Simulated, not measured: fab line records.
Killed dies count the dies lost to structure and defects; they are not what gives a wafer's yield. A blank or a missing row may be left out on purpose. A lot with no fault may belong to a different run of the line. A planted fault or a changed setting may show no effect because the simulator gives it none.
Which tool was responsible? -- flow nand harc -- 37 wafers from 13 lots sampled at 5 of the route's 1159 steps

## WHAT EACH GAUGE READ, for each wafer
NHARC_END_SORT_01.
lot,measured,on,killed at array,killed at other,killed at periphery,killed dies,killed open,killed short
L868,day 23 12:43,prober-01,32 35 29,3 5 1,8 6 5,43 46 35,4 3 3,2 2 2
L874,day 24 14:37,prober-01,33,0,6,39,1,1
L876,day 24 21:18,prober-02,29 29 39,0 1 0,1 4 1,30 34 40,1 3 3,0 3 4
L878,day 25 05:05,prober-02,39 31 35,0 0 0,9 2 2,48 33 37,7 4 6,4 1 2

## WHICH TOOL RAN EACH LOT (tool, then ch and the chambers of the sampled wafers, then the start)
lot,NHARC_A_CONTACT_ETCH_138,NHARC_A_CONTACT_STRIP_26,NHARC_A_BLC_EXPOSE_07,NHARC_A_BLC_ETCH_18
L857,"har cap etch-02 ch 0,1, day 17 03:41","rie diel-06 ch 0,2,3, day 17 07:14 or earlier","arfi scanner-02 ch 0, day 17 07:14","rie diel-07 ch 0,1,2, no start"
L856,"har cap etch-03 ch 0,1, day 17 04:52","rie diel-06 ch 1,2, day 17 11:22 or earlier","arfi scanner-03 ch 0, day 17 11:22","rie diel-11 ch 0,1,2, no start"
L859,"har cap etch-03 ch 0,1, day 17 09:29","rie diel-13 ch 0,2,3, day 17 15:52 or earlier","arfi scanner-02 ch 0, day 17 15:52","rie diel-07 ch 1,2,3, no start"
L858,"har cap etch-02 ch 0,1, day 17 12:52","rie diel-06 ch 0,1,2, day 17 16:51 or earlier","arfi scanner-02 ch 0, day 17 16:51","rie diel-11 ch 0,1,3, no start"
L861,"har cap etch-01 ch 0,1, day 17 15:04","rie diel-13 ch 0,2, day 17 18:56 or earlier","arfi scanner-01 ch 0, day 17 18:56","rie diel-07 ch 0,1,2, no start"
L860,"har cap etch-03 ch 0,1, day 18 10:26","rie diel-01 ch 0,1, day 18 13:57 or earlier","arfi scanner-02 ch 0, day 18 13:57","rie diel-11 ch 0,2, no start"
L863,"har cap etch-03 ch 0,1, day 18 22:19","rie diel-01 ch 0,2, day 19 02:22 or earlier","arfi scanner-03 ch 0, day 19 02:22","rie diel-07 ch 1,3, no start"
L862,"har cap etch-03 ch 0,1, day 19 05:01","rie diel-13 ch 0,2,3, day 19 15:28 or earlier","arfi scanner-01 ch 0, day 19 15:28","rie diel-07 ch 1,2,3, no start"
L868,"har cap etch-01 ch 0,1, day 20 19:02","rie diel-13 ch 0,1,2, day 21 04:09 or earlier","arfi scanner-01 ch 0, day 21 04:09","rie diel-07 ch 0,1, day 23 12:43 or earlier"
L874,"har cap etch-01 ch 1, day 21 22:04","rie diel-06 ch 3, day 22 12:05 or earlier","arfi scanner-03 ch 0, day 22 12:05","rie diel-07 ch 1, day 24 14:37 or earlier"
L876,"har cap etch-03 ch 0,1, day 22 07:01","rie diel-06 ch 1,2, day 22 15:53 or earlier","arfi scanner-02 ch 0, day 22 15:53","rie diel-11 ch 0,2, day 24 21:18 or earlier"
L875,"har cap etch-01 ch 0,1, day 22 09:24","rie diel-01 ch 0,1,2, day 22 16:38 or earlier","arfi scanner-01 ch 0, day 22 16:38","rie diel-02 ch 0,2,3, no start"
L878,"har cap etch-02 ch 0,1, day 22 19:55","rie diel-13 ch 0,2,3, day 23 01:28 or earlier","arfi scanner-02 ch 0, day 23 01:28","rie diel-07 ch 0,1,3, day 25 05:05 or earlier"
- NHARC_A_CONTACT_ETCH_138: etches the open film in C4F8/O2/Ar, time 132 s, target depth 1289 nm.
- NHARC_A_CONTACT_STRIP_26: strips in O2.
- NHARC_A_BLC_EXPOSE_07: exposes mask A BLC, target cd 100 nm.
- NHARC_A_BLC_ETCH_18: etches the open film in C4F8/O2/Ar, target depth 910 nm.

## AS READ BY THE TOOLS THEMSELVES (means over the sampled wafers that have a number; for cases with no such wafer, the mark the record gives instead)
NHARC_A_CONTACT_ETCH_138.
lot,tool,oes air line au (a.u.)
L857,har cap etch-02,1.014
L856,har cap etch-03,0.997
L859,har cap etch-03,1.021
L858,har cap etch-02,1.013
L861,har cap etch-01,0.986
L860,har cap etch-03,0.973
L863,har cap etch-03,0.996
L862,har cap etch-03,0.993
L868,har cap etch-01,0.996
L874,har cap etch-01,1.015
L876,har cap etch-03,1.009
L875,har cap etch-01,0.991
L878,har cap etch-02,1.000

NHARC_A_CONTACT_STRIP_26.
lot,tool,drypump motor current A (A),oes product au (a.u.),rf vpp V (V),showerhead plenum p Torr (Torr),throttle valve pct (%)
L857,rie diel-06,6.0,1.001,57.5,3.47,17.043
L856,rie diel-06,5.4,0.992,58.3,3.47,17.046
L859,rie diel-13,5.8,0.998,57.9,3.44,17.038
L858,rie diel-06,5.6,0.993,57.5,3.48,17.042
L861,rie diel-13,5.8,1.011,57.2,3.42,17.023
L860,rie diel-01,5.3,1.013,57.8,3.49,17.043
L863,rie diel-01,5.4,1.012,58.0,3.60,17.028
L862,rie diel-13,5.8,1.002,57.8,3.43,17.039
L868,rie diel-13,5.7,0.998,57.3,3.65,17.037
L874,rie diel-06,6.4,0.993,58.0,3.43,17.042
L876,rie diel-06,5.7,1.009,57.9,3.45,17.033
L875,rie diel-01,5.4,1.015,58.3,3.53,17.042
L878,rie diel-13,5.8,1.001,57.9,3.60,17.035

NHARC_A_BLC_EXPOSE_07.
lot,tool,exposure dose mJ cm2
L857,arfi scanner-02,67.90
L856,arfi scanner-03,67.99
L859,arfi scanner-02,67.87
L858,arfi scanner-02,67.91
L861,arfi scanner-01,67.98
L860,arfi scanner-02,67.99
L863,arfi scanner-03,67.96
L862,arfi scanner-01,68.02
L868,arfi scanner-01,67.91
L874,arfi scanner-03,68.33
L876,arfi scanner-02,67.91
L875,arfi scanner-01,67.98
L878,arfi scanner-02,67.97

NHARC_A_BLC_ETCH_18.
lot,tool,oes product au (a.u.),rf fwd power W (W),rf vpp V (V)
L857,rie diel-07,0.982,598.1,977
L856,rie diel-11,0.963,598.1,980
L859,rie diel-07,0.973,598.1,975
L858,rie diel-11,0.937,599.4,978
L861,rie diel-07,0.927,599.7,976
L860,rie diel-11,0.965,599.5,980
L863,rie diel-07,0.971,599.6,973
L862,rie diel-07,0.966,598.8,975
L868,rie diel-07,0.960,600.0,975
L874,rie diel-07,0.955,596.6,971
L876,rie diel-11,0.963,597.3,978
L875,rie diel-02,0.945,598.8,970
L878,rie diel-07,0.951,599.4,978

## THE ANSWER, worked out from the rows above alone
Rule: what is usual is taken from the lots themselves. The widest of any qualifying gaps counts: lots, ordered by their means at a reading, are off when they make up no more than a third of the lots, leave a main group of 4 or more, and stand apart from it by 3 or more times the standard deviation of that group's means. A main group whose means are all the same, to the digits that the tables above print for the reading, isn't used. A lot without any number at a reading at which 4 lots or more have one is off too. Any other lot the step has rows for is counted as sound. Order of review: gauges by route order, followed by the tools' own readings, for which a lot's mean as printed above is used. At the first step where some lot is off, the reading lying furthest off is the one used; lots without a number count as furthest.
Off at NHARC_A_BLC_EXPOSE_07 (exposure dose mJ cm2): L874. For the main group the mean is 67.95 and the standard deviation 0.045.
If a tool, at that step or one of the process steps before it, ran each lot that is off and ran no sound lot following the first of them, it fits. NHARC_A_CONTACT_STRIP_26 gives no start for some lots, so the hours and the order of its lots are those of NHARC_A_BLC_EXPOSE_07. One candidate fits, namely arfi scanner-03 at NHARC_A_BLC_EXPOSE_07. Its last sound lot is L863 (day 19 02:22), its first lot that is off L874 (day 22 12:05): a fault that began between those two fits.
On the lots that are off, the tool's own readings at NHARC_A_BLC_EXPOSE_07 differ by more than 5 times the standard deviation of the sound lots' means, which bears it out; exposure dose mJ cm2 reads 68.33 there versus 67.95 on the sound lots.

## WHAT THE SIMULATOR HAD INSERTED
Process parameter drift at NHARC_A_BLC_EXPOSE_07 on arfi scanner-03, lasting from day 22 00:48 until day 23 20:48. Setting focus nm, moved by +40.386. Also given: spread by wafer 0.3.
Lots struck among those shown: L874. Same finding as the rule above.
